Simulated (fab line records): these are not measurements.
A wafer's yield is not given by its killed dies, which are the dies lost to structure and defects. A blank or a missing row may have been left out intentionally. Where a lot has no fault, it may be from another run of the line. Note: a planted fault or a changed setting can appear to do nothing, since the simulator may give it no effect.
2 desks looking at one fault | flow n5Finfet | numbers are kept per desk, each desk with only its own; the story behind them comes last

METROLOGY DESK
Means of the sampled wafers that have a number, per lot and without regard to the tool the lot ran on: this is what the gauges read. A lot is out of limits, marked OUT, if its mean lies more than 4 standard deviations from the usual mean; the brackets give that distance.
Columns: A = M7_THK at N5_BEOL_M7_THK_MEAS_53, usual 79.5 nm; B = M7_RS at N5_BEOL_M7_RS_MEAS_57, usual 0.293 ohm/sq
lot  | first seen here | A    | B
L748 | day 12 08:58    | 78.2 | 0.298
L750 | day 12 16:55    | 80.3 | 0.289
L754 | day 13 18:55    | 77.6 | 0.295
L759 | day 14 21:56    | 81.2 | 0.289
L762 | day 15 11:01    | 79.6 | 0.291
L761 | day 15 11:59    | 77.6 | 0.303
Finding of this desk: none of the 6 lots has anything out of limits.

AT THE TOOL OWNER'S DESK: pecvd-04
The tool's own readings at N5_BEOL_M7_DEP_56 (deposits SiCN from 3MS/NH3, target thk 10 nm, time 17.5 s): means of the sampled wafers that have a number, for each lot that ran on this tool. A lot is out of limits, marked OUT, if its mean lies more than 4 standard deviations from the usual mean; the brackets give that distance.
Columns: A = showerheadPlenumPTorr at N5_BEOL_M7_DEP_56, usual 3.672 Torr; B = throttleValvePct at N5_BEOL_M7_DEP_56, usual 9.1 %
lot  | first seen here | A     | B
L750 | day 12 16:59    | 3.675 | 9.1
L754 | day 13 18:59    | 3.670 | 9.3
L759 | day 14 22:02    | 3.656 | 9.4
Finding of this desk: none of the 3 lots has anything out of limits.

ALL TOGETHER
At the metrology desk, nothing out of limits was observed.
Nothing out of limits was seen by the tool owner's desk.

WHAT WAS PUT IN BY THE SIMULATOR
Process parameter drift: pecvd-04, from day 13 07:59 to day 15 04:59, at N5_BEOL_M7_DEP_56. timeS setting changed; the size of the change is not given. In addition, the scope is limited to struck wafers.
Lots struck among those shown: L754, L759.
